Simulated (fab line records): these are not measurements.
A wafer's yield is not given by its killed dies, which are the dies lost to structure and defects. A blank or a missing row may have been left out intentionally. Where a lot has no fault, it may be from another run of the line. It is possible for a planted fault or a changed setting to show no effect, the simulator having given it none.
fab line records	flow n5Finfet
record: lots: 7	wafers: 21
route steps=1938 shown DUMMY_GATE@228 SD_EPI_N@278 SD_EPI_P@321 SD_ACTIVATION@330 SDB@365 HKMG_FIN@402
startH: the number of hours between the record's first day and the start of the first shown wafer of the lot	waitH: time in hours since the lot's previous step	" unchanged from the row above	L1.1+2: one row covering several wafers at once	- no value present, or no start provided	* or withheld: withheld	< > ~ a bound
route shown NAME@n: names a module that has steps shown in the file, with the first one's number in the route	usual: mean/standard deviation taken from wafers without a fault	same: alike in all rows	chamber/n: place in a boat	sites: each site's reading	_std_site: the values' standard deviation	_edge_site: outer sites' mean less inner sites'	radiusMm: how far each site lies from the wafer's centre	mask NAME#n: copy n	behind: the most recent tool/chamber to have shaped the wafer	hold: the reason the lot was held/the length of the hold in hours/how it ended	device: the n, p or np transistor that did not switch	end of line: the tests these same wafers got at the end of their route	where a step has no rows: the recipe by itself	killed: dies lost to structure and defects at the first sort, not the wafer's yield	map: the dies of a wafer, with x for killed, . for not killed, _ for no die there
set.NAME: the run value of the setting; set.NAME@STEP: its run value at that earlier step	model.NAME: the simulator's own value behind a step, which no gauge read
lots with deliberately changed settings; one table per step, one row per wafer
== steps ==
step: N5_DUMMY_GATE_EXPOSE_12
recipe: maskId: GATE	na: 0.33	sourceShape: annular	sigmaInner: 0.2	sigmaOuter: 0.6	polarization: unpolarized	targetCdNm: 25	doseMj: 34
lot.wafer	tool	chamber	startH	waitH	mask	set.doseMj
L075.2	euvScanner-02	0	53.91	-	GATE#0	34
L075.3+5	"	0	"	"	GATE#0	32.01
L077.1+3	euvScanner-02	0	64.60	-	GATE#0	34
L077.2	"	0	"	"	GATE#0	32.43
L081.3+6	euvScanner-01	0	88.46	-	GATE#0	34
L081.5	"	0	"	"	GATE#0	33.12
L085.1+3	euvScanner-01	0	111.87	-	GATE#0	34.82
L085.4	"	0	"	"	GATE#0	34
L090.2+4+6	euvScanner-01	0	141.92	-	GATE#0	34
L092.1	euvScanner-02	0	159.29	-	GATE#0	31.97
L092.4+6	"	0	"	"	GATE#0	34
L097.1+3	euvScanner-02	0	182.93	-	GATE#0	35.42
L097.2	"	0	"	"	GATE#0	34
step: N5_DUMMY_GATE_PEB_13
recipe: pebTempC: 100	pebTimeS: 60	resist: CAR-EUV
step: N5_DUMMY_GATE_DEVELOP_14
recipe: developTimeS: 30	developer: TMAH	resist: CAR-EUV	rinseLiquid: surfactantRinse	dry: airSpin	devTempC: 23
step: N5_DUMMY_GATE_CD_MEAS_15
recipe: targetCdNm: 25.8	landingEnergyEv: 500	detector: seInlens
usual: cdNm: 25.06/0.25
lot.wafer	tool	chamber	startH	waitH	set.doseMj@DUMMY_GATE_EXPOSE_12	cdNm
L075.2	cdSem-03	0	54.03	-	34	24.91
L075.3	"	0	"	"	32.01	25.91
L075.5	"	0	"	"	32.01	26.20
L077.1	cdSem-03	0	64.73	-	34	24.70
L077.2	"	0	"	"	32.43	25.73
L077.3	"	0	"	"	34	24.58
L081.3	cdSem-03	0	88.58	-	34	25.16
L081.5	"	0	"	"	33.12	25.93
L081.6	"	0	"	"	34	25.01
L085.1	cdSem-03	0	111.99	-	34.82	24.72
L085.3	"	0	"	"	34.82	24.65
L085.4	"	0	"	"	34	25.50
L090.2	cdSem-01	0	142.05	-	34	24.99
L090.4	"	0	"	"	34	25.59
L090.6	"	0	"	"	34	25.07
L092.1	cdSem-02	0	159.42	-	31.97	26.16
L092.4	"	0	"	"	34	24.99
L092.6	"	0	"	"	34	25.25
L097.1	cdSem-02	0	183.05	-	35.42	24.20
L097.2	"	0	"	"	34	24.58
L097.3	"	0	"	"	35.42	24.56
step: N5_DUMMY_GATE_STRIP_38
recipe: chemistry: N2/H2	tempC: 40	n2FlowSccm: 200	h2FlowSccm: 200	rfFrequencyHz: 6e+07
step: N5_DUMMY_GATE_STRIP_39
recipe: chemistry: N2/H2	tempC: 40	n2FlowSccm: 200	h2FlowSccm: 200	rfFrequencyHz: 6e+07
step: N5_DUMMY_GATE_TRIM_49
recipe: chemistry: O2	resist: SOC	timeS: 29	targetCdNm: 14	sourcePowerW: 300	biasPowerW: 0	O2_flow_sccm: 100	tempC: 20
lot.wafer	tool	chamber	startH	waitH	set.doseMj@DUMMY_GATE_EXPOSE_12	model.DUMMY_GATE.cdNm
L075.2	rieSi-01	0	54.38	0.0	34	13.6
L075.3	"	2	"	"	32.01	15
L075.5	"	1	"	"	32.01	14.8
L077.1	rieSi-01	2	65.09	0.0	34	13.2
L077.2	"	0	"	"	32.43	14.6
L077.3	"	3	"	"	34	13.8
L081.3	rieSi-02	2	88.93	0.0	34	13.8
L081.5	"	0	"	"	33.12	14.8
L081.6	"	1	"	"	34	14.2
L085.1+3	rieSi-04	1,0	112.35	0.0	34.82	13.8
L085.4	"	3	"	"	34	13.6
L090.2	rieSi-04	2	142.61	0.0	34	13.8
L090.4	"	1	"	"	34	14
L090.6	"	1	"	"	34	14.2
L092.1	rieSi-02	0	159.78	0.0	31.97	15.4
L092.4	"	1	"	"	34	14.4
L092.6	"	3	"	"	34	14.6
L097.1+3	rieSi-01	1,0	183.42	0.0	35.42	13.2
L097.2	"	2	"	"	34	14
step: N5_SD_EPI_N_ETCH_45
recipe: chemistry: CH3F/O2	target: SiOCN	targetDepthA: 60	maskMaterial: SOC	ionEnergyEv: 60	biasW: 29	pressureMtorr: 15	sourceW: 410	Ar_flow_sccm: 150	CH3F_flow_sccm: 30	O2_flow_sccm: 20
lot.wafer	tool	chamber	startH	waitH	set.targetDepthA	model.etch.depthNm
L075.2	rieDiel-05	2	56.97	0.1	64.22	6.359
L075.3	"	3	"	"	64.22	6.381
L075.5	"	1	"	"	64.22	6.58
L077.1	rieDiel-06	3	67.62	0.1	60	6.019
L077.2	"	2	"	"	60	6.084
L077.3	"	1	"	"	60	6.077
L081.3	rieDiel-06	2	92.19	0.1	60	6.065
L081.5	"	2	"	"	60	6.077
L081.6	"	1	"	"	60	6.101
L085.1	rieDiel-05	1	115.16	0.1	62.39	6.324
L085.3	"	3	"	"	60	5.899
L085.4	"	0	"	"	62.39	6.148
L090.2	rieDiel-06	3	145.58	0.1	60	5.956
L090.4	"	0	"	"	60	5.925
L090.6	"	0	"	"	60	5.996
L092.1	rieDiel-06	2	162.40	0.1	65.06	6.489
L092.4	"	0	"	"	65.06	6.42
L092.6	"	3	"	"	60	5.94
L097.1	rieDiel-04	2	186.74	0.1	60	6.138
L097.2	"	3	"	"	60	6.186
L097.3	"	0	"	"	55.73	5.668
step: N5_SD_EPI_N_EPI_21
recipe: material: Si:P	dopant: P	tempC: 680	pressureTorr: 255	timeS: 690
lot.wafer	tool	chamber	startH	waitH	set.timeS	model.Si-P_of_SD_EPI_N_EPI_21.thkNm
L075.2	epiRpcvd-02	0	58.41	0.4	812.5	64.4
L075.3	"	0	"	"	690	58.8
L075.5	"	0	"	"	690	58.4
L077.1	epiRpcvd-02	0	68.90	0.1	690	60.4
L077.2+3	"	0	"	"	690	60
L081.3	epiRpcvd-04	0	93.91	0.7	690	59
L081.5	"	0	"	"	690	59.6
L081.6	"	0	"	"	690	58.6
L085.1	epiRpcvd-04	0	116.36	0.1	818.2	66.8
L085.3+4	"	0	"	"	690	59.8
L090.2+4	epiRpcvd-04	0	147.06	0.4	690	58.8
L090.6	"	0	148.18	1.4	690	58.2
L092.1	epiRpcvd-03	0	163.58	0.1	690	59
L092.4	"	0	"	"	745.4	62.6
L092.6	"	0	"	"	690	59.2
L097.1	epiRpcvd-04	0	187.90	0.1	690	59
L097.2	"	0	"	"	690	59.4
L097.3	"	0	"	"	690	59.2
step: N5_SD_EPI_N_EPI_MEAS_23
recipe: mode: xrd
usual: thkNm: 59.2/1.2
lot.wafer	tool	chamber	startH	waitH	set.timeS@SD_EPI_N_EPI_21	thkNm
L075.2	filmMetro-01	-	59.85	1.2	812.5	64.5
L075.3	"	-	"	"	690	57.8
L075.5	"	-	"	"	690	58.8
L077.1	filmMetro-02	-	70.62	1.4	690	61.1
L077.2	"	-	"	"	690	60.5
L077.3	"	-	"	"	690	60.1
L081.3	filmMetro-02	-	95.07	0.9	690	58.0
L081.5	"	-	"	"	690	59.3
L081.6	"	-	"	"	690	58.6
L085.1	filmMetro-02	-	118.08	1.4	818.2	67.2
L085.3	"	-	"	"	690	58.4
L085.4	"	-	"	"	690	58.5
L090.2	filmMetro-01	-	148.50	1.2	690	61.5
L090.4	"	-	"	"	690	58.1
L090.6	"	-	"	"	690	58.5
L092.1	filmMetro-02	-	165.31	1.5	690	59.0
L092.4	"	-	"	"	745.4	62.5
L092.6	"	-	"	"	690	58.9
L097.1	filmMetro-01	-	189.64	1.5	690	60.7
L097.2	"	-	"	"	690	59.9
L097.3	"	-	"	"	690	58.0
step: N5_SD_EPI_N_PRECLEAN_24
recipe: chemistry: O3/DIW	timeS: 60	tempC: 22	o3Ppm: 10
step: N5_SD_EPI_N_SRD_25
recipe: timeS: 30	tempC: 23	rinseLiquid: diw	dry: ipaMarangoni
step: N5_SD_EPI_P_EPI_21
recipe: material: SiGe:B	dopant: B	tempC: 550	pressureTorr: 20	ambient: H2	timeS: 355
step: N5_SD_EPI_P_HM_STRIP_48
recipe: chemistry: H3PO4	tempC: 160	material: SiNx	target: SiNx	targetDepthA: 30	overetchFraction: 0.3
lot.wafer	tool	chamber	startH	waitH	set.timeS@SD_EPI_N_EPI_21	model.Si-P_of_SD_EPI_N_EPI_21.thkNm
L075.2	wetBench-02	2	64.50	0.0	812.5	63.6
L075.3	"	3	"	"	690	58.2
L075.5	"	7	"	"	690	57.8
L077.1	wetBench-04	2	75.28	0.0	690	59.8
L077.2	"	5	"	"	690	59.4
L077.3	"	0	"	"	690	59.2
L081.3	wetBench-01	1	101.02	0.0	690	58.2
L081.5	"	7	"	"	690	59
L081.6	"	5	"	"	690	58
L085.1	wetBench-04	5	123.32	0.0	818.2	66
L085.3+4	"	1,0	"	"	690	59.2
L090.2+4	wetBench-04	7,6	153.00	0.0	690	58
L090.6	"	3	"	"	690	57.6
L092.1	wetBench-02	0	169.94	0.0	690	58.2
L092.4	"	3	"	"	745.4	61.8
L092.6	"	6	"	"	690	58.4
L097.1	wetBench-04	4	195.53	0.0	690	58.2
L097.2+3	"	1,6	"	"	690	58.6
step: N5_SD_EPI_P_SRD_49
recipe: dry: ipaMarangoni	timeS: 30	tempC: 23	rinseLiquid: diw
step: N5_SD_EPI_P_PRECLEAN_24
recipe: chemistry: O3/DIW	timeS: 45	tempC: 22	o3Ppm: 10
step: N5_SD_ACTIVATION_RTA_00
recipe: tempC: 975	timeS: 0	ambient: N2	idleTempC: 600	rampUpCPerS: 150	rampDownCPerS: 60	coolToC: 600
step: N5_SD_ACTIVATION_LSA_01
recipe: tempC: 1080	timeS: 0.0008	ambient: N2
step: N5_SD_ACTIVATION_RS_MEAS_03
recipe: thkMeasGauge: four-point-probe
usual: RS_SD_N: 21.88/0.29	RS_SD_P: 56.3/0.88
lot.wafer	tool	chamber	startH	waitH	set.timeS@SD_EPI_N_EPI_21	RS_SD_N[ohm/sq]	RS_SD_P[ohm/sq]
L075.2	filmMetro-02	-	65.34	0.2	812.5	20.12	56.2
L075.3	"	-	"	"	690	22.08	57.1
L075.5	"	-	"	"	690	22.25	56.3
L077.1	filmMetro-02	-	76.31	0.2	690	21.49	57.2
L077.2	"	-	"	"	690	21.63	56.6
L077.3	"	-	"	"	690	21.57	57.5
L081.3	filmMetro-01	-	101.77	0.2	690	21.85	58.3
L081.5	"	-	"	"	690	21.77	56.6
L081.6	"	-	"	"	690	21.90	57.7
L085.1	filmMetro-01	-	124.36	0.2	818.2	19.58	55.6
L085.3	"	-	"	"	690	21.84	55.6
L085.4	"	-	"	"	690	21.60	56.1
L090.2	filmMetro-02	-	153.59	0.2	690	22.10	56.1
L090.4	"	-	"	"	690	22.19	56.2
L090.6	"	-	"	"	690	22.22	57.4
L092.1	filmMetro-01	-	170.91	0.2	690	22.03	55.6
L092.4	"	-	"	"	745.4	20.77	56.5
L092.6	"	-	"	"	690	22.11	55.8
L097.1	filmMetro-02	-	196.11	0.2	690	22.23	56.2
L097.2	"	-	"	"	690	21.92	56.9
L097.3	"	-	"	"	690	21.96	56.4
step: N5_SDB_STRIP_22
recipe: chemistry: N2/H2	powerW: 1000	tempC: 250	h2Frac: 0.65	overashFraction: 0.3	pressureMtorr: withheld	n2FlowSccm: 1750	h2FlowSccm: 3250
usual: oesProductAu: 0.716/0.0045	stripTimeToEndpointS: 96.4/0.33
lot.wafer	tool	chamber	startH	waitH	set.powerW	oesProductAu	stripTimeToEndpointS
L075.2	plasmaAsher-01	0	73.54	0.5	1000	0.714	96.0
L075.3	"	1	"	"	1111	0.731	91.7
L075.5	"	1	"	"	1000	0.705	96.0
L077.1	plasmaAsher-01	1	83.78	0.1	1000	0.721	96.5
L077.2	"	0	"	"	921.5	0.701	99.9
L077.3	"	1	"	"	1000	0.717	96.5
L081.3	plasmaAsher-01	0	110.42	0.1	910.4	0.702	100.5
L081.5	"	0	"	"	1000	0.726	96.5
L081.6	"	1	"	"	1000	0.711	95.9
L085.1	plasmaAsher-01	0	131.90	0.1	1000	0.716	96.7
L085.3	"	0	"	"	1000	0.723	96.7
L085.4	"	1	"	"	1000	0.715	96.7
L090.2	plasmaAsher-02	0	161.01	0.1	1000	0.722	96.5
L090.4	"	1	"	"	1000	0.732	96.8
L090.6	"	1	"	"	1000	0.721	96.4
L092.1	plasmaAsher-01	1	178.37	0.1	1000	0.719	95.8
L092.4	"	1	"	"	866.8	0.688	102.6
L092.6	"	1	"	"	866.8	0.690	102.4
L097.1	plasmaAsher-02	1	204.12	0.1	947.6	0.703	98.9
L097.2	"	0	"	"	1000	0.716	96.3
L097.3	"	1	"	"	947.6	0.702	98.3
step: N5_SDB_CUT_ETCH_26
recipe: chemistry: HBr/Cl2/O2	target: Si	targetDepthA: 1296	btTimeS: 20	maskMaterial: SiNx	timeS: 51.8	ionEnergyEv: *	biasW: *	pressureMtorr: 10	icpW: 800	HBr_flow_sccm: 150	Cl2_flow_sccm: 80	O2_flow_sccm: 12
lot.wafer	tool	chamber	startH	waitH	set.biasW	model.SDB.featureDepthNm	model.etch.depthNm
L075.2	rieSi-06	2	73.85	0.1	*	128.2	128.3
L075.3	"	3	"	"	*	129.6	129.5
L075.5	"	0	"	"	*	128	128
L077.1	rieSi-05	3	84.35	0.1	*	130.4	130.5
L077.2	"	2	"	"	*	130.6	130.7
L077.3	"	1	"	"	*	130.4	130.4
L081.3	rieSi-06	2	110.70	0.1	*	130.2	130.2
L081.5	"	1	"	"	*	127.6	127.6
L081.6	"	2	"	"	*	129.6	129.5
L085.1	rieSi-05	1	132.24	0.1	*	135	135.1
L085.3	"	3	"	"	*	130.8	130.8
L085.4	"	0	"	"	*	130	129.9
L090.2	rieSi-03	1	161.31	0.1	*	126.8	126.9
L090.4	"	0	"	"	*	127.6	127.6
L090.6	"	3	"	"	*	127.4	127.4
L092.1	rieSi-06	2	178.79	0.1	*	124.8	124.8
L092.4	"	0	"	"	*	129.8	129.8
L092.6	"	1	"	"	*	125.4	125.4
L097.1	rieSi-06	1	204.54	0.1	*	131.2	131.1
L097.2	"	0	"	"	*	126.4	126.4
L097.3	"	3	"	"	*	126.8	126.8
step: N5_HKMG_FIN_ETCH_54
recipe: chemistry: CF4	target: SiARC	targetDepthA: 455	maskMaterial: CAR-ArF	timeS: 75.8	ionEnergyEv: 80	pressureMtorr: 40	sourceW: 545	biasW: 36	Ar_flow_sccm: 100	cf4FlowSccm: 100	ends: cleared
usual: etchRfOnTimeS: 75.8/0.94	rfVppV: 184.1/1.3
lot.wafer	tool	chamber	startH	waitH	set.sourceW	etchRfOnTimeS	rfVppV
L075.2	rieDiel-04	2	79.19	0.0	545	74.5	184.3
L075.3	"	3	"	"	545	77.0	185.2
L075.5	"	2	"	"	545	75.3	184.7
L077.1	rieDiel-05	1	89.64	0.0	545	74.9	184.8
L077.2	"	3	"	"	545	77.1	183.5
L077.3	"	0	"	"	545	76.1	185.1
L081.3	rieDiel-05	1	115.94	0.0	545	76.2	184.3
L081.5	"	1	"	"	614.9	68.0	177.4
L081.6	"	3	"	"	545	77.8	183.5
L085.1	rieDiel-05	3	137.40	0.0	545	77.6	185.4
L085.3	"	1	"	"	545	75.2	185.6
L085.4	"	1	"	"	497.4	82.5	190.8
L090.2	rieDiel-06	3	166.68	0.0	545	76.0	182.5
L090.4	"	0	"	"	545	76.1	186.1
L090.6	"	3	"	"	545	75.1	183.9
L092.1	rieDiel-06	3	183.72	0.0	545	76.3	181.8
L092.4	"	0	"	"	545	76.4	184.1
L092.6	"	2	"	"	545	76.0	183.2
L097.1	rieDiel-06	2	209.34	0.0	545	76.4	182.9
L097.2	"	3	"	"	545	76.4	181.2
L097.3	"	1	"	"	608.7	69.2	178.5
step: N5_HKMG_FIN_ETCH_55
recipe: chemistry: N2/H2	target: SOC	targetDepthA: 2400	tempC: 40	timeS: 300	ionEnergyEv: 200	maskMaterial: SiARC	pressureMtorr: 30	sourceW: 840	biasW: 150	n2FlowSccm: 200	h2FlowSccm: 200
lot.wafer	tool	chamber	startH	waitH	set.timeS	model.HKMG_FIN.featureDepthNm	model.etch.depthNm	model.SiARC_of_HKMG_FIN_COAT_42.thkNm
L075.2	rieDiel-04	2	79.25	0.0	349.5	287	286.9	18.4
L075.3	"	3	"	"	349.5	281.2	281.2	19
L075.5	"	2	"	"	300	245.2	245.1	21
L077.1	rieDiel-05	1	89.70	0.0	357	290.8	290.8	18.2
L077.2	"	3	"	"	300	236.8	236.9	21.2
L077.3	"	0	"	"	300	236.2	236.3	21.4
L081.3	rieDiel-05	1	116.00	0.0	300	242.2	242.2	21.2
L081.5	"	1	"	"	300	243.4	243.5	21
L081.6	"	3	"	"	300	234.6	234.5	21.6
L085.1	rieDiel-05	3	137.46	0.0	300	237.6	237.5	21.2
L085.3	"	1	"	"	300	244.4	244.5	21
L085.4	"	1	"	"	322.7	264	263.9	19.8
L090.2	rieDiel-06	3	166.74	0.0	300	239	239.1	21.2
L090.4	"	0	"	"	300	241.4	241.3	21.4
L090.6	"	3	"	"	300	242.4	242.5	21.2
L092.1	rieDiel-06	3	183.78	0.0	300	233.4	233.4	21.6
L092.4	"	0	"	"	325	254.8	254.7	20.8
L092.6	"	2	"	"	325	257.8	257.7	20.2
L097.1	rieDiel-06	2	209.39	0.0	300	240.8	240.8	21.2
L097.2	"	3	"	"	300	239	239	21.2
L097.3	"	1	"	"	260.6	207	207	23.2
step: N5_HKMG_FIN_DESCUM_17
recipe: chemistry: O2	timeS: 7.9	sourcePowerW: 50	biasPowerW: 20	pressureMtorr: 20	rfFrequencyHz: 2.712e+07	tempC: 40	resist: CAR-ArF	o2FlowSccm: 225
lot.wafer	tool	chamber	startH	waitH	set.timeS	model.CAR-ArF_of_HKMG_FIN_COAT_06.thkNm
L075.2	rieDiel-04	3	82.58	0.0	6.73	84.4
L075.3	"	1	"	"	7.9	83.6
L075.5	"	0	"	"	6.73	84.6
L077.1	rieDiel-05	2	92.90	0.0	7.9	83.2
L077.2	"	3	"	"	9.326	82.2
L077.3	"	1	"	"	7.9	83.4
L081.3+5+6	rieDiel-05	1,3,1	119.40	0.0	7.9	84.2
L085.1	rieDiel-06	2	140.94	0.0	7.9	83.4
L085.3	"	1	"	"	6.739	84
L085.4	"	0	"	"	7.9	83.6
L090.2	rieDiel-06	3	170.12	0.0	7.9	83.4
L090.4	"	0	"	"	7.9	83.2
L090.6	"	2	"	"	7.9	83
L092.1+4	rieDiel-05	0,1	187.25	0.0	6.487	84.2
L092.6	"	2	"	"	7.9	83.4
L097.1	rieDiel-04	0	212.77	0.0	9.265	83.2
L097.2	"	2	"	"	7.9	83.8
L097.3	"	1	"	"	7.9	84
step: N5_HKMG_FIN_ETCH_31
recipe: chemistry: CF4	target: SiARC	targetDepthA: 455	maskMaterial: CAR-ArF	timeS: 75.8	ionEnergyEv: 80	pressureMtorr: 40	sourceW: 545	biasW: 36	Ar_flow_sccm: 100	cf4FlowSccm: 100	ends: cleared
lot.wafer	tool	chamber	startH	waitH	set.timeS@HKMG_FIN_DESCUM_17	model.CAR-ArF_of_HKMG_FIN_COAT_06.thkNm
L075.2	rieDiel-04	3	82.62	0.0	6.73	51.6
L075.3	"	1	"	"	7.9	50.8
L075.5	"	0	"	"	6.73	52
L077.1+3	rieDiel-05	2,1	92.93	0.0	7.9	50.6
L077.2	"	3	"	"	9.326	49.4
L081.3	rieDiel-05	1	119.44	0.0	7.9	51.4
L081.5+6	"	3,1	"	"	7.9	51.6
L085.1	rieDiel-06	2	140.97	0.0	7.9	50.6
L085.3	"	1	"	"	6.739	51.2
L085.4	"	0	"	"	7.9	51
L090.2	rieDiel-06	3	170.16	0.0	7.9	50.8
L090.4	"	0	"	"	7.9	50.6
L090.6	"	2	"	"	7.9	50.4
L092.1+4	rieDiel-05	0,1	187.28	0.0	6.487	51.6
L092.6	"	2	"	"	7.9	50.8
L097.1	rieDiel-04	0	212.81	0.0	9.265	50.6
L097.2	"	2	"	"	7.9	51.2
L097.3	"	1	"	"	7.9	51.4
step: N5_HKMG_FIN_COAT_85
recipe: resist: SOC	tempC: 250	timeS: 60	spinRpm: 1500	resistThkNm: 300
lot.wafer	tool	chamber	startH	waitH	set.spinRpm	model.SOC_of_HKMG_FIN_COAT_85.thkNm
L075.2	lithoTrack-05	0	83.84	0.2	1500	300.2
L075.3	"	0	"	"	1392	312
L075.5	"	0	"	"	1500	300
L077.1	lithoTrack-02	0	94.15	0.2	1500	300.6
L077.2	"	0	"	"	1422	308.8
L077.3	"	0	"	"	1422	308.2
L081.3	lithoTrack-02	0	120.67	0.2	1362	314.4
L081.5	"	0	"	"	1362	313.6
L081.6	"	0	"	"	1500	299.2
L085.1	lithoTrack-01	0	142.24	0.2	1500	300.2
L085.3	"	0	"	"	1500	300.8
L085.4	"	0	"	"	1500	302
L090.2	lithoTrack-05	0	171.38	0.2	1500	301
L090.4+6	"	0	"	"	1500	300.4
L092.1+6	lithoTrack-02	0	188.50	0.2	1589	291
L092.4	"	0	"	"	1500	299.8
L097.1	lithoTrack-01	0	214.03	0.2	1500	299.8
L097.2	"	0	"	"	1500	301
L097.3	"	0	"	"	1500	300.8
== key ==
split: step: N5_DUMMY_GATE_EXPOSE_12	setting: doseMj	stated: 34	by: wafer
response: step: N5_DUMMY_GATE_CD_MEAS_15	reading: cdNm	change: -0.189	per: 1%	r: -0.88
response: step: N5_DUMMY_GATE_TRIM_49	reading: model.DUMMY_GATE.cdNm	change: -0.19	per: 1%	r: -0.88
split: step: N5_SD_EPI_N_ETCH_45	setting: targetDepthA	stated: 60	by: wafer
response: step: N5_SD_EPI_N_ETCH_45	reading: model.etch.depthNm	change: +0.0668	per: 1%	r: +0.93
split: step: N5_SD_EPI_N_EPI_21	setting: timeS	stated: 690	by: wafer
response: step: N5_SD_EPI_N_EPI_21	reading: model.Si-P_of_SD_EPI_N_EPI_21.thkNm	change: +0.36	per: 1%	r: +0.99
response: step: N5_SD_EPI_N_EPI_MEAS_23	reading: thkNm	change: *	per: 1%	r: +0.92
response: step: N5_SD_EPI_P_HM_STRIP_48	reading: model.Si-P_of_SD_EPI_N_EPI_21.thkNm	change: +0.35	per: 1%	r: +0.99
response: step: N5_SD_ACTIVATION_RS_MEAS_03	reading: RS_SD_N	change: -0.119	per: 1%	r: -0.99
split: step: N5_SDB_STRIP_22	setting: powerW	stated: 1000	by: wafer
response: step: N5_SDB_STRIP_22	reading: oesProductAu	change: +0.00211	per: 1%	r: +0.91
response: step: N5_SDB_STRIP_22	reading: stripTimeToEndpointS	change: *	per: 1%	r: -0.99
split: step: N5_SDB_CUT_ETCH_26	setting: biasW	stated: *	by: wafer
response: step: N5_SDB_CUT_ETCH_26	reading: model.SDB.featureDepthNm	change: +0.343	per: 1%	r: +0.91
response: step: N5_SDB_CUT_ETCH_26	reading: model.etch.depthNm	change: +0.344	per: 1%	r: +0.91
split: step: N5_HKMG_FIN_ETCH_54	setting: sourceW	stated: 545	by: wafer
response: step: N5_HKMG_FIN_ETCH_54	reading: etchRfOnTimeS	change: *	per: 1%	r: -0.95
response: step: N5_HKMG_FIN_ETCH_54	reading: rfVppV	change: -0.451	per: 1%	r: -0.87
split: step: N5_HKMG_FIN_ETCH_55	setting: timeS	stated: 300	by: wafer
response: step: N5_HKMG_FIN_ETCH_55	reading: model.HKMG_FIN.featureDepthNm	change: +2.65	per: 1%	r: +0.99
response: step: N5_HKMG_FIN_ETCH_55	reading: model.etch.depthNm	change: +2.65	per: 1%	r: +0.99
response: step: N5_HKMG_FIN_ETCH_55	reading: model.SiARC_of_HKMG_FIN_COAT_42.thkNm	change: -0.152	per: 1%	r: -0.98
split: step: N5_HKMG_FIN_DESCUM_17	setting: timeS	stated: 7.9	by: wafer
response: step: N5_HKMG_FIN_DESCUM_17	reading: model.CAR-ArF_of_HKMG_FIN_COAT_06.thkNm	change: -0.0485	per: 1%	r: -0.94
response: step: N5_HKMG_FIN_ETCH_31	reading: model.CAR-ArF_of_HKMG_FIN_COAT_06.thkNm	change: -0.0498	per: 1%	r: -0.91
split: step: N5_HKMG_FIN_COAT_85	setting: spinRpm	stated: 1500	by: wafer
response: step: N5_HKMG_FIN_COAT_85	reading: model.SOC_of_HKMG_FIN_COAT_85.thkNm	change: -1.59	per: 1%	r: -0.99
